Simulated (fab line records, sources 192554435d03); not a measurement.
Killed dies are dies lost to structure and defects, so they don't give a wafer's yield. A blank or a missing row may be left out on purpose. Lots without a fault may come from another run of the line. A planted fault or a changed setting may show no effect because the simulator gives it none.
fab line records | flow n5_finfet
record lots=5 wafers=15 last_day=17
route steps=1938 shown BEOL_M14@1738
lots that met no fault: from a run of the same line without faults
start_h: hours from the record's first day to the start of the lot's first wafer shown | wait_h: hours since the lot's step before | " the same as in the row above | L1.1+2: a row that stands for several wafers | - no value, or no start given | * or withheld: withheld | < > ~ a bound
route shown NAME@n: a module of which the file shows steps, and the number in the route of the first | usual: mean/standard deviation of fault-free wafers | same: alike in all rows | chamber/n: place in a boat | sites: the reading at each site | _std_site: their standard deviation | _edge_site: outer sites' mean less inner sites' | radius_mm: how far each site lies from the wafer's centre | mask NAME#n: copy n | behind: the tool/chamber that last shaped the wafer | hold: why the lot was held/for how many hours/how that ended | device: the transistor (n, p or np) that didn't switch | end of line: the same wafers' tests at the end of the route | a step without rows: its recipe alone | killed: dies lost to structure and defects at the first sort, not the wafer's yield | map: a wafer's dies, x killed, . not, _ none there
set.NAME: the setting as run; set.NAME@STEP: as run at that earlier step | model.NAME: the simulator's own value behind a step, which no gauge read
lots at some steps of the route; a table a step, a row a wafer
services: from which hour (start_h, from the record's first day; less than 0 if before it) a tool's chamber was out of use, for how many hours, and why
## steps
# step N5_BEOL_M14_COAT_66
# recipe resist=SiARC temp_c=220 time_s=60 spin_rpm=1500 resist_thk_nm=110
# usual chill_plate_temp_C=23.02/0.11
# same time_s=60
# columns lot.wafer tool chamber start_h wait_h chill_plate_temp_C
L083.1 litho_track-01 0 - - 22.93
L083.4 " 0 " " 23.14
L083.5 " 0 " " 22.96
L086.1 litho_track-03 0 - - 22.85
L086.4 " 0 " " 22.84
L086.6 " 0 " " 22.90
L088.4 litho_track-01 0 - - 23.00
L088.5 " 0 " " 22.86
L088.6 " 0 " " 23.07
L089.2 litho_track-04 0 - - 23.10
L089.4 " 0 " " 23.00
L089.5 " 0 " " 22.92
L096.2 litho_track-01 0 - - 22.79
L096.5 " 0 " " 22.97
L096.6 " 0 " " 22.91
# step N5_BEOL_M14_COAT_22
# recipe spin_rpm=2888 resist_thk_nm=300
# usual chill_plate_temp_C=22.98/0.11
# columns lot.wafer tool chamber start_h wait_h chill_plate_temp_C
L083.1 litho_track-01 0 - - 23.03
L083.4 " 0 " " 23.13
L083.5 " 0 " " 23.02
L086.1 litho_track-03 0 - - 22.95
L086.4 " 0 " " 22.88
L086.6 " 0 " " 23.01
L088.4 litho_track-01 0 - - 23.11
L088.5 " 0 " " 23.05
L088.6 " 0 " " 23.08
L089.2 litho_track-04 0 - - 23.16
L089.4 " 0 " " 23.09
L089.5 " 0 " " 23.10
L096.2 litho_track-01 0 - - 23.19
L096.5 " 0 " " 22.90
L096.6 " 0 " " 23.07
# step N5_BEOL_M14_EBR_24
# recipe solvent=PGMEA ebr_width_mm=1.5
# usual chill_plate_temp_C=23.00/0.099
# columns lot.wafer tool chamber start_h wait_h chill_plate_temp_C
L083.1 litho_track-01 0 - - 23.09
L083.4 " 0 " " 23.02
L083.5 " 0 " " 22.75
L086.1 litho_track-03 0 - - 23.07
L086.4 " 0 " " 23.17
L086.6 " 0 " " 23.17
L088.4 litho_track-01 0 - - 22.88
L088.5 " 0 " " 23.05
L088.6 " 0 " " 22.90
L089.2 litho_track-04 0 - - 23.06
L089.4 " 0 " " 23.04
L089.5 " 0 " " 22.97
L096.2 litho_track-01 0 - - 22.89
L096.5 " 0 " " 22.86
L096.6 " 0 " " 22.99
# step N5_BEOL_M14_SOFTBAKE_23
# recipe temp_c=130 time_s=60
# usual chill_plate_temp_C=23.01/0.1
# same time_s=60
# columns lot.wafer tool chamber start_h wait_h chill_plate_temp_C
L083.1 litho_track-01 0 - - 22.99
L083.4 " 0 " " 23.00
L083.5 " 0 " " 23.07
L086.1 litho_track-03 0 - - 23.17
L086.4 " 0 " " 23.11
L086.6 " 0 " " 23.06
L088.4 litho_track-01 0 - - 23.02
L088.5 " 0 " " 23.02
L088.6 " 0 " " 23.08
L089.2 litho_track-04 0 - - 23.00
L089.4 " 0 " " 22.85
L089.5 " 0 " " 23.08
L096.2 litho_track-01 0 - - 22.93
L096.5 " 0 " " 22.96
L096.6 " 0 " " 22.99
# step N5_BEOL_M14_EXPOSE_25
# recipe mask_id=M14 na=0.8 source_shape=annular sigma_inner=0.5 sigma_outer=0.8 polarization=unpolarized target_cd_nm=280 dose_mj=26.6
# columns lot.wafer tool chamber start_h wait_h mask
L083.1+4+5 krf_scanner-02 0 318.66 - M14#0
L086.1+4+6 krf_scanner-02 0 318.70 - M14#0
L088.4+5+6 krf_scanner-02 0 337.05 - M14#0
L089.2+4+5 krf_scanner-02 0 342.20 - M14#0
L096.2+5+6 krf_scanner-02 0 387.94 - M14#0
# step N5_BEOL_M14_PEB_26
# recipe peb_temp_c=130 peb_time_s=90
# usual chill_plate_temp_C=22.99/0.11
# columns lot.wafer tool chamber start_h wait_h chill_plate_temp_C
L083.1 litho_track-03 0 318.72 0.1 22.95
L083.4 " 0 " " 23.05
L083.5 " 0 " " 23.11
L086.1 litho_track-01 0 318.76 0.1 23.11
L086.4 " 0 " " 23.10
L086.6 " 0 " " 22.93
L088.4 litho_track-01 0 337.09 0.0 22.87
L088.5 " 0 " " 22.98
L088.6 " 0 " " 22.90
L089.2 litho_track-04 0 342.25 0.0 22.93
L089.4 " 0 " " 22.94
L089.5 " 0 " " 22.98
L096.2 litho_track-01 0 387.99 0.0 23.02
L096.5 " 0 " " 23.03
L096.6 " 0 " " 23.06
# step N5_BEOL_M14_DEVELOP_27
# recipe develop_time_s=45 rinse_liquid=diw dry=air_spin dev_temp_c=21
# usual chill_plate_temp_C=22.99/0.097
# columns lot.wafer tool chamber start_h wait_h chill_plate_temp_C
L083.1 litho_track-03 0 - - 23.04
L083.4 " 0 " " 23.13
L083.5 " 0 " " 23.13
L086.1 litho_track-01 0 - - 22.95
L086.4 " 0 " " 22.85
L086.6 " 0 " " 22.93
L088.4 litho_track-01 0 - - 22.86
L088.5 " 0 " " 23.18
L088.6 " 0 " " 22.92
L089.2 litho_track-04 0 - - 22.80
L089.4 " 0 " " 23.00
L089.5 " 0 " " 22.79
L096.2 litho_track-01 0 - - 22.95
L096.5 " 0 " " 23.02
L096.6 " 0 " " 22.84
# step N5_BEOL_M14_HARDBAKE_32
# recipe temp_c=130 time_s=120
# usual chill_plate_temp_C=23.01/0.092
# same time_s=120
# columns lot.wafer tool chamber start_h wait_h chill_plate_temp_C
L083.1 litho_track-03 0 - - 22.96
L083.4 " 0 " " 22.80
L083.5 " 0 " " 23.02
L086.1 litho_track-01 0 - - 23.12
L086.4 " 0 " " 23.04
L086.6 " 0 " " 22.95
L088.4 litho_track-01 0 - - 23.03
L088.5 " 0 " " 22.92
L088.6 " 0 " " 23.10
L089.2 litho_track-04 0 - - 23.04
L089.4 " 0 " " 22.98
L089.5 " 0 " " 22.98
L096.2 litho_track-01 0 - - 23.03
L096.5 " 0 " " 23.21
L096.6 " 0 " " 23.19
# step N5_BEOL_M14_CD_MEAS_28
# recipe target_cd_nm=284.4 landing_energy_ev=500 detector=se_inlens
# usual cd_nm=284.3/1.5
# columns lot.wafer tool chamber start_h wait_h cd_nm
L083.1 cd_sem-01 0 318.83 - 284.6
L083.4 " 0 " " 282.0
L083.5 " 0 " " 285.7
L086.1 cd_sem-01 0 318.87 - 282.7
L086.4 " 0 " " 285.4
L086.6 " 0 " " 283.0
L088.4 cd_sem-02 0 337.21 - 284.9
L088.5 " 0 " " 285.9
L088.6 " 0 " " 286.9
L089.2 cd_sem-02 0 342.37 - 282.5
L089.4 " 0 " " 284.0
L089.5 " 0 " " 283.4
L096.2 cd_sem-02 0 388.11 - 284.1
L096.5 " 0 " " 284.6
L096.6 " 0 " " 285.6
# step N5_BEOL_M14_OVL_MEAS_29
# recipe points_per_wafer=44
# usual M14_OVL=-1/5.7
# columns lot.wafer tool chamber start_h wait_h M14_OVL[nm]
L083.1 overlay-02 0 318.87 0.0 10
L083.4 " 0 " " 7
L083.5 " 0 " " 4
L086.1 overlay-01 0 318.90 0.0 -5
L086.4 " 0 " " -1
L086.6 " 0 " " 1
L088.4 overlay-01 0 337.23 0.0 12
L088.5 " 0 " " 5
L088.6 " 0 " " 10
L089.2 overlay-02 0 342.40 0.0 2
L089.4 " 0 " " 5
L089.5 " 0 " " 3
L096.2 overlay-01 0 388.13 0.0 -3
L096.5 " 0 " " -2
L096.6 " 0 " " 3
# step N5_BEOL_M14_INSPECT_30
# recipe mode=adi inspect_instrument=macro
# usual raw_defect_count=1.9/1.3
# columns lot.wafer tool chamber start_h wait_h raw_defect_count
L083.1 defect_inspect-01 - 318.90 0.0 2
L083.4 " - " " 4
L083.5 " - " " 2
L086.1 defect_inspect-01 - 318.93 0.0 2
L086.4 " - " " 1
L086.6 " - " " 4
L088.4 defect_inspect-01 - 337.26 0.0 2
L088.5 " - " " 2
L088.6 " - " " 1
L089.2 defect_inspect-01 - 342.42 0.0 0
L089.4 " - " " 2
L089.5 " - " " 2
L096.2 defect_inspect-01 - 388.16 0.0 1
L096.5 " - " " 2
L096.6 " - " " 4
# step N5_BEOL_M14_DESCUM_33
# recipe chemistry=O2 time_s=7.9 source_power_w=50 bias_power_w=20 pressure_mtorr=20 rf_frequency_hz=2.712e+07 temp_c=40 o2_flow_sccm=225
# usual drypump_motor_current_A=5.7/0.48 oes_product_au=0.84/0.088 rf_vpp_V=243.4/1.3 showerhead_plenum_p_Torr=2.11/0.068 throttle_valve_pct=20.42/0.17
# same time_s=7.9
# columns lot.wafer tool chamber start_h wait_h drypump_motor_current_A oes_product_au rf_hours_counter_h rf_vpp_V showerhead_plenum_p_Torr throttle_valve_pct
L083.1 rie_diel-01 0 318.93 0.0 5.6 0.88 57 245.4 2.20 20.33
L083.4 " 1 " " 6.5 0.95 20 241.2 2.07 20.66
L083.5 " 1 " " 6.5 0.95 - 244.0 2.07 20.65
L086.1 rie_diel-05 0 319.01 0.1 5.6 0.90 32 243.0 2.04 20.17
L086.4 " 2 " " 5.7 0.89 46 242.3 2.05 20.40
L086.6 " 0 " " 5.6 0.90 - 241.1 2.04 20.16
L088.4 rie_diel-01 2 337.29 0.0 4.9 0.70 248 244.2 2.16 20.69
L088.5 " 0 " " 5.6 0.87 - 245.2 2.19 20.33
L088.6 " 1 " " 6.5 0.93 - 243.8 2.07 20.66
L089.2 rie_diel-05 3 342.59 0.2 5.5 0.78 108 244.9 2.21 20.60
L089.4 " 2 " " 5.7 0.89 - 241.6 2.05 20.40
L089.5 " 2 " " 5.7 0.88 - 243.7 2.05 20.40
L096.2 rie_diel-01 0 388.31 0.2 5.6 0.84 80 244.9 2.19 20.36
L096.5 " 2 " " 4.8 0.93 - 244.4 2.16 20.27
L096.6 " 1 " " 6.5 0.89 - 242.5 2.06 20.69
# step N5_BEOL_M14_ETCH_67
# recipe chemistry=CF4 target=SiARC target_depth_a=1430 time_s=238.3 ion_energy_ev=80 pressure_mtorr=40 source_w=545 bias_w=36 Ar_flow_sccm=100 cf4_flow_sccm=100 ends=cleared
# usual drypump_motor_current_A=5.7/0.48 etch_rf_on_time_s=236/5.5 mfc_ar_sccm=100.0/0.3 oes_product_au=0.72/0.071 rf_vpp_V=184.2/1.2 showerhead_plenum_p_Torr=2.16/0.063 throttle_valve_pct=15.59/0.14
# columns lot.wafer tool chamber start_h wait_h drypump_motor_current_A etch_rf_on_time_s mfc_ar_sccm oes_product_au rf_hours_counter_h rf_vpp_V showerhead_plenum_p_Torr throttle_valve_pct
L083.1 rie_diel-01 0 318.97 0.0 5.6 235 99.8 0.75 57 185.4 2.26 15.60
L083.4 " 1 " " 6.5 239 100.0 0.79 20 183.2 2.11 15.69
L083.5 " 1 " " 6.4 243 100.5 0.79 - 184.7 2.11 15.67
L086.1 rie_diel-05 0 319.04 0.0 5.6 234 100.0 0.76 32 184.4 2.11 15.42
L086.4 " 2 " " 5.7 243 100.2 0.76 46 184.2 2.10 15.49
L086.6 " 0 " " 5.6 236 100.4 0.77 - 184.6 2.11 15.42
L088.4 rie_diel-01 2 337.33 0.0 4.8 236 99.7 0.60 248 184.4 2.19 15.82
L088.5 " 0 " " 5.6 234 100.0 0.74 - 186.2 2.26 15.60
L088.6 " 1 " " 6.5 242 100.2 0.78 - 184.7 2.11 15.70
L089.2 rie_diel-05 3 342.64 0.0 5.5 248 100.5 0.66 109 186.3 2.25 15.66
L089.4 " 2 " " 5.7 241 100.3 0.75 - 184.0 2.10 15.49
L089.5 " 2 " " 5.7 241 100.3 0.75 - 183.8 2.10 15.50
L096.2 rie_diel-01 0 388.35 0.0 5.6 238 99.7 0.71 80 185.3 2.25 15.63
L096.5 " 2 " " 4.8 237 99.9 0.79 - 186.2 2.18 15.31
L096.6 " 1 " " 6.5 244 100.3 0.75 - 183.8 2.10 15.73
# step N5_BEOL_M14_ETCH_68
# recipe chemistry=N2/H2 target=SOC mask_material=SiARC source_w=3000 bias_w=350 temp_c=40 time_s=450 ion_energy_ev=200 pressure_mtorr=30 n2_flow_sccm=200 h2_flow_sccm=200
# usual drypump_motor_current_A=5.7/0.48 oes_product_au=0.84/0.087 rf_vpp_V=524.4/2.3 showerhead_plenum_p_Torr=2.56/0.082 throttle_valve_pct=17.72/0.14
# same time_s=450
# columns lot.wafer tool chamber start_h wait_h drypump_motor_current_A oes_product_au rf_hours_counter_h rf_vpp_V showerhead_plenum_p_Torr throttle_valve_pct
L083.1 rie_diel-01 0 319.11 0.1 5.6 0.87 57 526.7 2.70 17.74
L083.4 " 1 " " 6.5 0.94 20 522.0 2.48 17.69
L083.5 " 1 " " 6.5 0.93 - 522.5 2.48 17.69
L086.1 rie_diel-05 0 319.19 0.1 5.6 0.89 32 522.9 2.50 17.72
L086.4 " 2 " " 5.8 0.90 46 523.6 2.48 17.69
L086.6 " 0 " " 5.6 0.90 - 523.1 2.50 17.72
L088.4 rie_diel-01 2 337.47 0.1 4.8 0.70 248 525.6 2.60 17.99
L088.5 " 0 " " 5.6 0.87 - 528.7 2.70 17.75
L088.6 " 1 " " 6.5 0.93 - 523.5 2.48 17.70
L089.2 rie_diel-05 3 342.86 0.1 5.5 0.79 109 525.8 2.66 17.63
L089.4 " 2 " " 5.7 0.88 - 522.9 2.48 17.73
L089.5 " 2 " " 5.7 0.88 - 522.0 2.48 17.72
L096.2 rie_diel-01 0 388.49 0.1 5.6 0.85 81 526.9 2.69 17.79
L096.5 " 2 " " 4.8 0.92 - 527.6 2.60 17.53
L096.6 " 1 " " 6.5 0.89 - 522.2 2.47 17.74
# step N5_BEOL_M14_STRIP_69
# recipe chemistry=N2/H2 temp_c=40 n2_flow_sccm=200 h2_flow_sccm=200 rf_frequency_hz=6e+07
# columns lot.wafer tool chamber start_h wait_h
L083.1+4+5 rie_diel-01 0,1,1 319.38 0.1
L086.1+4+6 rie_diel-05 0,2,0 319.45 0.1
L088.4+5+6 rie_diel-01 2,0,1 337.74 0.1
L089.2+4+5 rie_diel-05 3,2,2 343.25 0.3
L096.2+5+6 rie_diel-01 0,2,1 388.76 0.1
# step N5_BEOL_M14_TRENCH_ETCH_34
# recipe chemistry=C4F8/O2/Ar target=SiO2 target_depth_a=5566.5 mask_material=SOC he_inner_torr=15 he_outer_torr=30 time_s=126.9 ion_energy_ev=800 pressure_mtorr=20 source_w=1905 bias_w=2040 Ar_flow_sccm=400 C4F8_flow_sccm=16 O2_flow_sccm=12
# usual C4F8_flow_sccm=16.00/0.049 drypump_motor_current_A=5.7/0.48 mfc_ar_sccm=400.0/1 oes_o_777_au=0.83/0.079 oes_product_au=0.84/0.083 rf_vpp_V=2232/32 showerhead_plenum_p_Torr=3.47/0.099 throttle_valve_pct=30.99/0.19
# same time_s=126.9
# columns lot.wafer tool chamber start_h wait_h C4F8_flow_sccm drypump_motor_current_A mfc_ar_sccm oes_o_777_au oes_product_au rf_hours_counter_h rf_vpp_V showerhead_plenum_p_Torr throttle_valve_pct
L083.1 rie_diel-01 0 319.39 0.0 15.94 5.6 400.5 0.86 0.87 57 2235 3.61 30.87
L083.4 " 1 " " 16.01 6.5 400.8 0.89 0.91 20 2238 3.40 31.20
L083.5 " 1 " " 16.03 6.5 401.0 0.89 0.91 - 2239 3.40 31.20
L086.1 rie_diel-05 0 319.46 0.0 15.97 5.6 398.9 0.88 0.89 32 2212 3.36 30.77
L086.4 " 2 " " 16.01 5.7 399.7 0.90 0.90 46 2188 3.38 30.95
L086.6 " 0 " " 15.96 5.6 400.3 0.88 0.89 - 2212 3.36 30.76
L088.4 rie_diel-01 2 337.75 0.0 15.94 4.8 400.5 0.73 0.70 249 2207 3.52 31.01
L088.5 " 0 " " 16.06 5.6 401.8 0.86 0.87 - 2237 3.61 30.87
L088.6 " 1 " " 16.07 6.5 401.0 0.89 0.90 - 2238 3.39 31.20
L089.2 rie_diel-05 3 343.27 0.0 15.97 5.5 398.4 0.79 0.78 109 2277 3.60 31.02
L089.4 " 2 " " 15.97 5.7 401.0 0.88 0.88 - 2188 3.37 30.97
L089.5 " 2 " " 15.93 5.7 400.3 0.88 0.88 - 2189 3.37 30.95
L096.2 rie_diel-01 0 388.77 0.0 16.09 5.6 399.4 0.84 0.85 81 2235 3.60 30.89
L096.5 " 2 " " 16.03 4.8 400.5 0.96 0.94 - 2208 3.52 30.70
L096.6 " 1 " " 15.98 6.6 400.1 0.85 0.87 - 2237 3.38 31.24
# step N5_BEOL_M14_STRIP_70
# recipe chemistry=C4F8/O2/Ar resist=SiARC rf_frequency_hz=6e+07
# columns lot.wafer tool chamber start_h wait_h
L083.1+4+5 rie_diel-01 0,1,1 319.50 0.1
L086.1+4+6 rie_diel-05 0,2,0 319.58 0.1
L088.4+5+6 rie_diel-01 2,0,1 337.86 0.1
L089.2+4+5 rie_diel-05 3,2,2 343.44 0.1
L096.2+5+6 rie_diel-01 0,2,1 388.88 0.1
# step N5_BEOL_M14_OCD_MEAS_35
# usual trench_depth_nm=560/13
# columns lot.wafer tool chamber start_h wait_h trench_depth_nm
L083.1 ocd-02 - 319.54 0.0 558
L083.4 " - " " 546
L083.5 " - " " 539
L086.1 ocd-01 - 319.62 0.0 569
L086.4 " - " " 556
L086.6 " - " " 566
L088.4 ocd-01 - 337.91 0.0 559
L088.5 " - " " 563
L088.6 " - " " 548
L089.2 ocd-02 - 343.49 0.0 535
L089.4 " - " " 550
L089.5 " - " " 550
L096.2 ocd-02 - 388.92 0.0 561
L096.5 " - " " 574
L096.6 " - " " 548
# step N5_BEOL_M14_STRIP_37
# recipe chemistry=O2 power_w=600 temp_c=60 pressure_mtorr=30 rf_frequency_hz=6e+07 bias_power_w=0 overash_fraction=0.3 o2_flow_sccm=225
# usual drypump_motor_current_A=5.8/0.51 oes_product_au=0.83/0.092 rf_vpp_V=3.6/0.87 showerhead_plenum_p_Torr=2.11/0.068 throttle_valve_pct=16.65/0.16
# same overash_fraction=0.3
# columns lot.wafer tool chamber start_h wait_h drypump_motor_current_A oes_product_au rf_hours_counter_h rf_vpp_V showerhead_plenum_p_Torr throttle_valve_pct
L083.1 rie_diel-05 3 319.63 0.1 5.5 0.79 99 3.6 2.22 16.77
L083.4 " 2 " " 5.7 0.90 46 4.2 2.06 16.59
L083.5 " 2 " " 5.7 0.91 - 3.7 2.06 16.60
L086.1 rie_diel-01 2 321.83 2.2 4.8 0.71 243 2.6 2.16 16.93
L086.4 " 1 " " 6.5 0.95 21 3.3 2.07 16.79
L086.6 " 0 " " 5.6 0.87 - 2.4 2.20 16.58
L088.4 rie_diel-02 0 338.06 0.2 6.0 0.75 163 3.3 1.99 16.65
L088.5 " 0 " " 6.0 0.75 - 3.9 1.99 16.68
L088.6 " 3 " " 6.6 0.69 - 3.3 2.07 16.78
L089.2 rie_diel-05 3 344.24 0.8 5.5 0.80 110 4.5 2.22 16.81
L089.4 " 2 " " 5.7 0.88 - 4.7 2.05 16.62
L089.5 " 2 " " 5.7 0.88 - 2.3 2.05 16.60
L096.2 rie_diel-01 2 389.59 0.7 4.8 0.92 10 3.6 2.16 16.52
L096.5 " 3 " " 5.9 0.81 - 4.1 2.11 16.72
L096.6 " 2 " " 4.9 0.94 - 4.3 2.16 16.51
# step N5_BEOL_M14_ETCH_38
# recipe chemistry=CF4/N2 target=SiCN target_depth_a=1065 taper_deg=2 time_s=120.6 ion_energy_ev=150 mask_material=SiO2 pressure_mtorr=40 source_w=430 bias_w=70 Ar_flow_sccm=100 cf4_flow_sccm=60 n2_flow_sccm=60
# usual drypump_motor_current_A=5.8/0.51 mfc_ar_sccm=99.9/0.3 oes_product_au=0.83/0.087 rf_vpp_V=382.7/1.9 showerhead_plenum_p_Torr=2.23/0.07 throttle_valve_pct=15.43/0.14
# same time_s=120.6
# columns lot.wafer tool chamber start_h wait_h drypump_motor_current_A mfc_ar_sccm oes_product_au rf_hours_counter_h rf_vpp_V showerhead_plenum_p_Torr throttle_valve_pct
L083.1 rie_diel-05 3 - - 5.5 99.9 0.79 99 384.5 2.32 15.47
L083.4 " 2 " " 5.7 99.8 0.89 46 382.2 2.16 15.32
L083.5 " 2 " " 5.7 100.1 0.89 - 380.3 2.16 15.31
L086.1 rie_diel-01 2 - - 4.8 99.9 0.70 243 383.4 2.26 15.66
L086.4 " 1 " " 6.5 99.3 0.92 21 381.4 2.17 15.50
L086.6 " 0 " " 5.6 99.5 0.87 - 386.2 2.33 15.42
L088.4 rie_diel-02 0 - - 6.0 100.3 0.73 163 379.3 2.11 15.51
L088.5 " 0 " " 6.0 99.9 0.73 - 380.3 2.11 15.51
L088.6 " 3 " " 6.6 99.2 0.70 - 382.7 2.18 15.51
L089.2 rie_diel-05 3 - - 5.5 100.2 0.78 110 384.8 2.32 15.48
L089.4 " 2 " " 5.7 100.0 0.87 - 382.1 2.16 15.33
L089.5 " 2 " " 5.7 100.2 0.86 - 381.5 2.16 15.34
L096.2 rie_diel-01 2 - - 4.8 100.7 0.93 10 383.1 2.25 15.17
L096.5 " 3 " " 5.9 99.3 0.82 - 382.1 2.24 15.52
L096.6 " 2 " " 4.8 100.7 0.92 - 382.5 2.25 15.17
# step N5_BEOL_M14_PRECLEAN_39
# recipe chemistry=residue_remover time_s=60 temp_c=40
# same time_s=60
# columns lot.wafer tool chamber start_h wait_h
L083.1+4+5 wet_bench-01 0,1,7 319.82 -
L086.1+4+6 wet_bench-06 1,2,0 322.03 -
L088.4+5+6 wet_bench-03 5,4,0 338.25 -
L089.2+4+5 wet_bench-03 1,4,0 344.52 -
L096.2+5+6 wet_bench-01 3,4,5 389.78 -
# step N5_BEOL_M14_SRD_40
# recipe time_s=30 temp_c=23 rinse_liquid=diw dry=n2_spin spin_rpm=1500 dry_time_s=30
# usual do_supply_ppb=10.00/0.097
# same time_s=30
# columns lot.wafer tool chamber start_h wait_h do_supply_ppb
L083.1 wet_bench-01 0 319.84 0.0 10.05
L083.4 " 1 " " 10.02
L083.5 " 7 " " 9.97
L086.1 wet_bench-06 1 322.05 0.0 10.01
L086.4 " 2 " " 9.95
L086.6 " 0 " " 9.90
L088.4 wet_bench-03 5 338.28 0.0 10.22
L088.5 " 4 " " 9.79
L088.6 " 0 " " 10.02
L089.2 wet_bench-03 1 344.54 0.0 10.22
L089.4 " 4 " " 9.93
L089.5 " 0 " " 10.19
L096.2 wet_bench-01 3 389.80 0.0 9.85
L096.5 " 4 " " 9.87
L096.6 " 5 " " 10.07
# step N5_BEOL_M14_DEGAS_41
# recipe ambient=vacuum temp_c=300 time_s=60
# usual heater_power_w=471/61
# same time_s=60
# columns lot.wafer tool chamber start_h wait_h heater_power_w
L083.1 pvd_sputter-01 - 320.02 0.2 391
L083.4 " - " " 378
L083.5 " - " " 379
L086.1 pvd_sputter-03 - 322.42 0.4 494
L086.4 " - " " 401
L086.6 " - " " 481
L088.4 pvd_sputter-03 - 338.71 0.4 412
L088.5 " - " " 503
L088.6 " - " " 485
L089.2 pvd_sputter-02 - 344.84 0.3 571
L089.4 " - " " 469
L089.5 " - " " 494
L096.2 pvd_sputter-01 - 390.15 0.3 386
L096.5 " - " " 449
L096.6 " - " " 548
# step N5_BEOL_M14_PRE_CLEAN_42
# recipe gas=H2/He time_s=30 temp_c=300
# usual heater_power_w=472/61
# same time_s=30
# columns lot.wafer tool chamber start_h wait_h heater_power_w
L083.1 pvd_sputter-01 - 320.06 0.0 397
L083.4 " - " " 381
L083.5 " - " " 374
L086.1 pvd_sputter-03 - 322.46 0.0 494
L086.4 " - " " 414
L086.6 " - " " 485
L088.4 pvd_sputter-03 - 338.75 0.0 410
L088.5 " - " " 504
L088.6 " - " " 490
L089.2 pvd_sputter-02 - 344.88 0.0 592
L089.4 " - " " 467
L089.5 " - " " 489
L096.2 pvd_sputter-01 - 390.19 0.0 380
L096.5 " - " " 452
L096.6 " - " " 544
# step N5_BEOL_M14_SPUTTER_43
# recipe material=TaN target_thk_a=150 temp_c=50 bias_v=168.6 power_w=15000 chamber_pressure_pa=0.12 time_s=24.19
# usual throttle_valve_pct=29.5/1.2
# same time_s=24.19
# columns lot.wafer tool chamber start_h wait_h throttle_valve_pct
L083.1 pvd_sputter-01 - 320.10 0.0 30.7
L083.4 " - " " 29.6
L083.5 " - " " 29.5
L086.1 pvd_sputter-03 - 322.50 0.0 28.7
L086.4 " - " " 30.2
L086.6 " - " " 28.6
L088.4 pvd_sputter-03 - 338.79 0.0 30.5
L088.5 " - " " 30.1
L088.6 " - " " 29.0
L089.2 pvd_sputter-02 - 344.92 0.0 31.0
L089.4 " - " " 30.8
L089.5 " - " " 30.5
L096.2 pvd_sputter-01 - 390.23 0.0 29.4
L096.5 " - " " 28.4
L096.6 " - " " 30.7
# step N5_BEOL_M14_SPUTTER_44
# recipe material=Ta target_thk_a=150 temp_c=50 bias_v=80 power_w=15000 chamber_pressure_pa=0.07 time_s=24.19
# usual throttle_valve_pct=29.5/1.2
# same time_s=24.19
# columns lot.wafer tool chamber start_h wait_h throttle_valve_pct
L083.1 pvd_sputter-01 - 320.18 0.0 30.7
L083.4 " - " " 29.6
L083.5 " - " " 29.3
L086.1 pvd_sputter-03 - 322.58 0.0 28.6
L086.4 " - " " 30.4
L086.6 " - " " 28.7
L088.4 pvd_sputter-03 - 338.87 0.0 30.5
L088.5 " - " " 30.0
L088.6 " - " " 28.8
L089.2 pvd_sputter-02 - 345.00 0.0 30.9
L089.4 " - " " 31.0
L089.5 " - " " 30.5
L096.2 pvd_sputter-01 - 390.31 0.0 29.4
L096.5 " - " " 28.2
L096.6 " - " " 30.5
# step N5_BEOL_M14_SPUTTER_45
# recipe material=Cu target_thk_a=1000 temp_c=-20 bias_v=60 power_w=26000 chamber_pressure_pa=0.13 time_s=16.67
# usual chuck_gas_flow_sccm=1.28/0.057 throttle_valve_pct=29.5/1.2
# same time_s=16.67
# columns lot.wafer tool chamber start_h wait_h chuck_gas_flow_sccm throttle_valve_pct
L083.1 pvd_sputter-01 - 320.26 0.0 1.14 30.6
L083.4 " - " " 1.28 29.1
L083.5 " - " " 1.21 29.3
L086.1 pvd_sputter-03 - 322.66 0.0 1.27 28.6
L086.4 " - " " 1.34 30.4
L086.6 " - " " 1.23 28.9
L088.4 pvd_sputter-03 - 338.95 0.0 1.17 30.3
L088.5 " - " " 1.33 30.1
L088.6 " - " " 1.25 28.8
L089.2 pvd_sputter-02 - 345.08 0.0 1.19 30.8
L089.4 " - " " 1.25 30.9
L089.5 " - " " 1.30 30.5
L096.2 pvd_sputter-01 - 390.39 0.0 1.21 29.5
L096.5 " - " " 1.34 28.1
L096.6 " - " " 1.39 30.4
# step N5_BEOL_M14_ECD_47
# recipe material=Cu target_thk_a=12480
# columns lot.wafer tool chamber start_h wait_h
L083.1+4+5 ecd_cu-02 1,1,0 320.38 0.1
L086.1+4+6 ecd_cu-02 0,1,0 322.78 0.1
L088.4+5+6 ecd_cu-02 0,1,0 339.12 0.1
L089.2+4+5 ecd_cu-01 1 345.20 0.1
L096.2+5+6 ecd_cu-02 1,1,0 390.51 0.1
# step N5_BEOL_M14_ANNEAL_48
# recipe temp_c=225 time_s=90 ambient=N2
# usual wafer_temp_C_max=226.1/0.51
# same time_s=90
# columns lot.wafer tool chamber start_h wait_h wafer_temp_C_max
L083.1 rtp_anneal-02 0 320.69 0.3 226.6
L083.4 " 0 " " 226.3
L083.5 " 0 " " 226.4
L086.1 rtp_anneal-01 0 322.97 0.1 225.7
L086.4 " 0 " " 225.5
L086.6 " 0 " " 225.4
L088.4 rtp_anneal-02 0 339.41 0.2 226.5
L088.5 " 0 " " 225.9
L088.6 " 0 " " 226.3
L089.2 rtp_anneal-02 0 345.43 0.2 226.2
L089.4 " 0 " " 226.2
L089.5 " 0 " " 226.5
L096.2 rtp_anneal-01 0 391.08 0.5 225.7
L096.5 " 0 " " 225.8
L096.6 " 0 " " 225.8
## services
# columns tool chamber start_h hours kind
krf_scanner-02 - 323.54 3.6 pm
rie_diel-01 0 325.99 3.7 repair
rie_diel-05 1 326.14 - clean
rie_diel-05 1 326.14 - consumable_replace:focus_ring
rie_diel-05 1 326.14 19.0 scheduled_down
rie_diel-05 1 326.14 19.0 vent_cycle
litho_track-03 - 330.16 - consumable_replace:filter
krf_scanner-02 - 332.55 1.0 pm
rie_diel-01 - 335.81 0.4 repair
rie_diel-05 0 336.10 17.6 repair
rie_diel-01 2 341.08 - clean
rie_diel-01 2 341.08 - consumable_replace:focus_ring
rie_diel-01 2 341.08 17.3 scheduled_down
rie_diel-01 2 341.08 17.3 vent_cycle
rie_diel-02 1 341.39 - clean
rie_diel-02 1 341.39 - consumable_replace:focus_ring
rie_diel-02 1 341.39 26.6 scheduled_down
rie_diel-02 1 341.39 26.6 vent_cycle
rie_diel-02 3 345.83 8.4 repair
krf_scanner-02 - 358.66 1.3 pm
pvd_sputter-03 - 380.85 4.3 repair
rie_diel-01 3 391.12 6.7 repair
## key
fault none
